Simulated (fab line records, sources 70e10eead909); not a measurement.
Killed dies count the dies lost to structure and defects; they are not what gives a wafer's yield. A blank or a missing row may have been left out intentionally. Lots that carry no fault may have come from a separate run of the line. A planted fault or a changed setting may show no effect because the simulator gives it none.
Matching of chambers / flow nand harc / NHARC_A_STAIRCASE_DEP_325 on pecvd-01: 3 sister chambers
The step deposits SiO2, target thk 3800 nm. 18 wafers are shown with their chamber, then 9 later ones without.

## WAFERS WITH THEIR CHAMBER
wafer=L075.1; chamber=0; heater power w (W)=693; susceptor temp C (C)=399.74
wafer=L075.2; chamber=1; heater power w (W)=789; susceptor temp C (C)=400.13
wafer=L075.3; chamber=2; heater power w (W)=654; susceptor temp C (C)=399.93
wafer=L077.1; chamber=2; heater power w (W)=762; susceptor temp C (C)=400.21
wafer=L077.2; chamber=0; heater power w (W)=603; susceptor temp C (C)=399.63
wafer=L077.3; chamber=1; heater power w (W)=879; susceptor temp C (C)=399.96
wafer=L082.2; chamber=2; heater power w (W)=727; susceptor temp C (C)=400.13
wafer=L082.5; chamber=1; heater power w (W)=706; susceptor temp C (C)=400.48
wafer=L082.6; chamber=2; heater power w (W)=619; susceptor temp C (C)=400.37
wafer=L081.1; chamber=1; heater power w (W)=733; susceptor temp C (C)=399.54
wafer=L081.2; chamber=2; heater power w (W)=678; susceptor temp C (C)=399.95
wafer=L081.4; chamber=0; heater power w (W)=569; susceptor temp C (C)=400.16
wafer=L086.2; chamber=2; heater power w (W)=661; susceptor temp C (C)=399.80
wafer=L086.3; chamber=0; heater power w (W)=709; susceptor temp C (C)=400.04
wafer=L086.5; chamber=2; heater power w (W)=628; susceptor temp C (C)=400.08
wafer=L089.1; chamber=0; heater power w (W)=631; susceptor temp C (C)=399.95
wafer=L089.3; chamber=2; heater power w (W)=767; susceptor temp C (C)=399.97
wafer=L089.4; chamber=1; heater power w (W)=697; susceptor temp C (C)=400.09

SIGNATURES (averages over the wafers above)
reading=heater power w; chamber 0=641.00; chamber 1=760.80; chamber 2=687.00; scatter within a chamber=63.4
reading=susceptor temp C; chamber 0=399.9040; chamber 1=400.0400; chamber 2=400.0550; scatter within a chamber=0.242
Rule: a wafer lies at a distance from a chamber equal to the root of the sum of squares, over the readings, of (its reading less the chamber's mean, divided by the reading's scatter). The wafer belongs to the nearest chamber; if the next one is less than 2 further off, it can't be placed. The scatter is the square root of a quotient: the sum, over the shown wafers, of each reading's squared deviation from its chamber's mean, divided by wafers minus chambers.

## WAFERS WHOSE CHAMBER IS MISSING
wafer=L093.1; heater power w (W)=738; susceptor temp C (C)=400.24
wafer=L093.2; heater power w (W)=759; susceptor temp C (C)=400.06
wafer=L093.3; heater power w (W)=628; susceptor temp C (C)=399.83
wafer=L094.1; heater power w (W)=685; susceptor temp C (C)=399.76
wafer=L094.2; heater power w (W)=846; susceptor temp C (C)=399.97
wafer=L094.3; heater power w (W)=661; susceptor temp C (C)=399.95
wafer=L097.1; heater power w (W)=799; susceptor temp C (C)=400.04
wafer=L097.4; heater power w (W)=637; susceptor temp C (C)=400.04
wafer=L097.5; heater power w (W)=554; susceptor temp C (C)=399.99

## WHICH CHAMBER EACH WENT THROUGH
wafer=L093.1; from the rows above=can't be placed: 1 or 2 or 0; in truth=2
wafer=L093.2; from the rows above=can't be placed: 1 or 2 or 0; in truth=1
wafer=L093.3; from the rows above=can't be placed: 0 or 2 or 1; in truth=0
wafer=L094.1; from the rows above=can't be placed: 0 or 2 or 1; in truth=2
wafer=L094.2; from the rows above=can't be placed: 1 or 2 or 0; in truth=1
wafer=L094.3; from the rows above=can't be placed: 0 or 2 or 1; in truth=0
wafer=L097.1; from the rows above=can't be placed: 1 or 2 or 0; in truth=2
wafer=L097.4; from the rows above=can't be placed: 0 or 2 or 1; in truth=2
wafer=L097.5; from the rows above=can't be placed: 0 or 2 or 1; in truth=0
Placed correctly: 0 of 9. Can't be placed from these rows: 9 (the true chamber is among the candidates in 9). Placed wrongly: 0.
